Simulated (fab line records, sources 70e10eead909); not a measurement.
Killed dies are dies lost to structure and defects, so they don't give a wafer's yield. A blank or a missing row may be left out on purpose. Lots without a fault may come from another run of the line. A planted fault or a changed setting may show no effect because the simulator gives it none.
Which tool did it? | flow nand_harc | 12 lots, 36 wafers sampled, at 5 steps of a route of 1159

WHAT THE GAUGES READ, wafer by wafer
NHARC_A_M1_INSPECT_27. Usual: raw_defect_count 478, standard deviation 150.
lot  | measured     | on                | raw_defect_count | flag
L506 | day 18 05:46 | defect_inspect-01 | 501 637 279      |
L507 | day 18 09:15 | defect_inspect-01 | 338 342 334      |
L510 | day 19 20:32 | defect_inspect-02 | 433 384 371      |
L512 | day 20 00:34 | defect_inspect-02 | 487 444 473      |
L514 | day 20 01:30 | defect_inspect-01 | 491 616 715      |
L515 | day 20 05:02 | defect_inspect-01 | 320 434 346      |
L513 | day 20 06:22 | defect_inspect-02 | 558 395 388      |
L517 | day 21 02:43 | defect_inspect-01 | 776 792 650      |
L520 | day 21 02:51 | defect_inspect-02 | 539 498 513      |
L521 | day 22 02:44 | defect_inspect-02 | 580 461 435      |
L524 | day 23 04:40 | defect_inspect-02 | 591 509 944      |
L528 | day 25 11:01 | defect_inspect-01 | 404 437 443      |

NHARC_END_SORT_01. Usual: defect_limited_yield 95.5 %, standard deviation 1.8; killed_at_array 27, standard deviation 11; killed_at_other 0.6, standard deviation 1; killed_at_periphery 3.0, standard deviation 2.1; killed_dies 31, standard deviation 12; killed_open 3.2, standard deviation 1.7; killed_short 1.7, standard deviation 1.4; sort_bin_2_pct 1.4 %, standard deviation 0.68; sort_bin_3_pct 0.25 %, standard deviation 0.2; sort_bin_4_pct 2.9 %, standard deviation 1.2; sort_n_pass 646, standard deviation 12; sort_rim_yield_pct 95.7 %, standard deviation 2.8; sort_yield_pct 95.5 %, standard deviation 1.8.
lot  | measured     | on        | defect_limited_yield (%) | killed_at_array | killed_at_other | killed_at_periphery | killed_dies | killed_open | killed_short | sort_bin_2_pct (%) | sort_bin_3_pct (%) | sort_bin_4_pct (%) | sort_n_pass | sort_rim_yield_pct (%) | sort_yield_pct (%) | flag
L512 | day 21 12:30 | prober-01 | 95.4 95.9 97.3           | 28 24 14        | 1 0 1           | 2 4 3               | 31 28 18    | 3 4 3       | 2 1 0        | 1.2 1.8 0.9        | 0.15 0.15 0        | 3.2 2.2 1.8        | 646 649 659 | 94.3 92.5 96.2         | 95.4 95.9 97.3     |
L517 | day 22 16:02 | prober-01 | 0 0 0                    | 673 674 672     | 0 0 0           | 4 3 5               | 677 677 677 | 4 0 4       | 1 0 5        | 95.7 95.6 94.2     | 0 0.15 0.59        | 4.3 4.3 5.2        | 0 0 0       | 0 0 0                  | 0 0 0              | OFF
L520 | day 22 18:27 | prober-02 | 0 0 0                    | 672 669 676     | 0 1 0           | 5 7 1               | 677 677 677 | 2 5 4       | 1 1 0        | 95.6 96.0 97.3     | 0.30 0.15 0.15     | 4.1 3.8 2.5        | 0 0 0       | 0 0 0                  | 0 0 0              | OFF
L521 | day 23 12:49 | prober-01 | 0 0 0                    | 672 670 670     | 4 3 2           | 1 4 5               | 677 677 677 | 1 4 0       | 2 2 1        | 94.7 95.6 95.7     | 0.30 0.44 0.74     | 5.0 4.0 3.5        | 0 0 0       | 0 0 0                  | 0 0 0              | OFF

WHICH TOOL RAN EACH LOT (tool, then ch and the chambers of the sampled wafers, then the start)
lot  | NHARC_A_BONDPAD_CMP_29        | NHARC_A_BONDPAD_ETCH_12            | NHARC_A_BONDPAD_DEGAS_25
L506 | cmp-02 ch 0,2,3, day 18 06:56 | rie_diel-03 ch 0,1,3, day 18 08:07 | pvd_sputter-01, day 18 08:55
L507 | cmp-02 ch 0,1,2, day 18 10:23 | rie_diel-01 ch 1,2,3, day 18 11:35 | pvd_sputter-03, day 18 12:21
L510 | cmp-01 ch 0,1,2, day 19 21:39 | rie_diel-03 ch 0,3, day 19 22:44   | pvd_sputter-03, day 19 23:30
L512 | cmp-01 ch 0,3, day 20 01:40   | rie_diel-01 ch 2,3, day 20 02:56   | pvd_sputter-01, day 20 03:44
L514 | cmp-01 ch 0,1,3, day 20 02:38 | rie_diel-03 ch 1,2,3, day 20 03:42 | pvd_sputter-02, day 20 04:29
L515 | cmp-04 ch 0,1,2, day 20 06:12 | rie_diel-03 ch 2,3, day 20 07:22   | pvd_sputter-02, day 20 08:08
L513 | cmp-01 ch 0,1,2, day 20 07:37 | rie_diel-03 ch 1,2,3, day 20 08:47 | pvd_sputter-01, day 20 09:31
L517 | cmp-02 ch 0,1, day 21 03:50   | rie_diel-03 ch 0,1,2, day 21 05:05 | pvd_sputter-02, day 21 05:57
L520 | cmp-04 ch 0,1,3, day 21 03:59 | rie_diel-03 ch 1,2,3, day 21 05:13 | pvd_sputter-03, day 21 05:59
L521 | cmp-04 ch 1,2, day 22 04:00   | rie_diel-03 ch 1,2, day 22 05:11   | pvd_sputter-01, day 22 05:57
L524 | cmp-01 ch 1,2, day 23 05:50   | rie_diel-12 ch 1,2, day 23 07:04   | pvd_sputter-02, day 23 07:50
L528 | cmp-04 ch 0,1,3, day 25 12:10 | rie_diel-01 ch 0,1,2, day 25 13:21 | pvd_sputter-03, day 25 14:08
- NHARC_A_BONDPAD_CMP_29: polishes SiCN, target thk 200 nm.
- NHARC_A_BONDPAD_ETCH_12: etches the open film in CHF3/O2, target depth 220 nm, time 110 s.
- NHARC_A_BONDPAD_DEGAS_25: time 60 s.

WHAT THE TOOLS THEMSELVES READ (means of the sampled wafers that have a number; where no wafer has one, the mark that the record gives instead)
NHARC_A_BONDPAD_CMP_29. Usual: motor_current_A 12.0 A, standard deviation 1.3.
lot  | tool   | motor_current_A (A) | flag
L506 | cmp-02 | 11.1                |
L507 | cmp-02 | 11.6                |
L510 | cmp-01 | 11.8                |
L512 | cmp-01 | 11.9                |
L514 | cmp-01 | 11.7                |
L515 | cmp-04 | 12.3                |
L513 | cmp-01 | 11.5                |
L517 | cmp-02 | 10.4                |
L520 | cmp-04 | 13.5                |
L521 | cmp-04 | 11.4                |
L524 | cmp-01 | 11.7                |
L528 | cmp-04 | 13.7                |

NHARC_A_BONDPAD_ETCH_12. Usual: drypump_motor_current_A 5.6 A, standard deviation 0.32; oes_product_au 0.954 a.u., standard deviation 0.023; rf_fwd_power_W 497.2 W, standard deviation 1.6; rf_vpp_V 370.5 V, standard deviation 1.7; showerhead_plenum_p_Torr 2.40 Torr, standard deviation 0.066; throttle_valve_pct 20.571 %, standard deviation 0.0091.
lot  | tool        | drypump_motor_current_A (A) | oes_product_au (a.u.) | rf_fwd_power_W (W) | rf_vpp_V (V) | showerhead_plenum_p_Torr (Torr) | throttle_valve_pct (%) | flag
L506 | rie_diel-03 | 5.7                         | 0.972                 | 497.6              | 372.0        | 2.44                            | 20.574                 |
L507 | rie_diel-01 | 5.6                         | 0.980                 | 496.8              | 370.7        | 2.38                            | 20.574                 |
L510 | rie_diel-03 | 5.7                         | 0.968                 | 498.2              | 372.1        | 2.47                            | 20.573                 |
L512 | rie_diel-01 | 5.8                         | 0.916                 | 497.7              | 369.0        | 2.32                            | 20.565                 |
L514 | rie_diel-03 | 5.6                         | 0.970                 | 497.3              | 370.2        | 2.39                            | 20.581                 |
L515 | rie_diel-03 | 5.7                         | 0.968                 | 499.3              | 371.5        | 2.41                            | 20.570                 |
L513 | rie_diel-03 | 5.6                         | 0.936                 | 497.1              | 371.4        | 2.39                            | 20.579                 |
L517 | rie_diel-03 | 5.5                         | 0.734                 | 295.7              | 370.4        | 2.40                            | 20.570                 | OFF
L520 | rie_diel-03 | 5.6                         | 0.708                 | 298.6              | 370.3        | 2.39                            | 20.570                 | OFF
L521 | rie_diel-03 | 5.6                         | 0.707                 | 297.9              | 368.6        | 2.36                            | 20.570                 | OFF
L524 | rie_diel-12 | 5.5                         | 0.933                 | 494.9              | 369.2        | 2.37                            | 20.571                 |
L528 | rie_diel-01 | 5.4                         | 0.931                 | 497.0              | 370.4        | 2.38                            | 20.565                 |

NHARC_A_BONDPAD_DEGAS_25. Usual: heater_power_w 472 W, standard deviation 57.
lot  | tool           | heater_power_w (W) | flag
L506 | pvd_sputter-01 | 463                |
L507 | pvd_sputter-03 | 475                |
L510 | pvd_sputter-03 | 452                |
L512 | pvd_sputter-01 | 468                |
L514 | pvd_sputter-02 | 512                |
L515 | pvd_sputter-02 | 431                |
L513 | pvd_sputter-01 | 448                |
L517 | pvd_sputter-02 | 433                |
L520 | pvd_sputter-03 | 473                |
L521 | pvd_sputter-01 | 475                |
L524 | pvd_sputter-02 | 413                |
L528 | pvd_sputter-03 | 501                |

THE ANSWER, worked out from the rows above alone
Rule: a lot is off if the mean of its wafers that have a number lies more than 3 standard deviations from the usual mean. A lot without any number at a reading at which 4 lots or more have one is off too. The other lots that the step has rows for count as sound. The gauges are gone through in route order, then the tools' own readings, and for those a lot's mean is taken as printed above. The first step at which some lot is off is used, and at that step the reading that is off furthest; a lot without a number counts as furthest.
Off: L517, L520, L521, at NHARC_END_SORT_01 (sort_bin_2_pct). Neither off nor sound, because the step has no rows for them: L506, L507, L510, L514, L515, L513, L524, L528.
A tool fits if, at a process step before that reading, it ran every lot that is off, and no sound lot after the first of them. The gauges at NHARC_END_SORT_01 aren't tried: what is off there is off at NHARC_A_BONDPAD_ETCH_12 too, on other tools, and a gauge's error can't cause that. One fits: rie_diel-03 at NHARC_A_BONDPAD_ETCH_12. It ran no sound lot before its first lot that is off in this sample, so the start can't be narrowed down.

WHAT THE SIMULATOR HAD PUT IN
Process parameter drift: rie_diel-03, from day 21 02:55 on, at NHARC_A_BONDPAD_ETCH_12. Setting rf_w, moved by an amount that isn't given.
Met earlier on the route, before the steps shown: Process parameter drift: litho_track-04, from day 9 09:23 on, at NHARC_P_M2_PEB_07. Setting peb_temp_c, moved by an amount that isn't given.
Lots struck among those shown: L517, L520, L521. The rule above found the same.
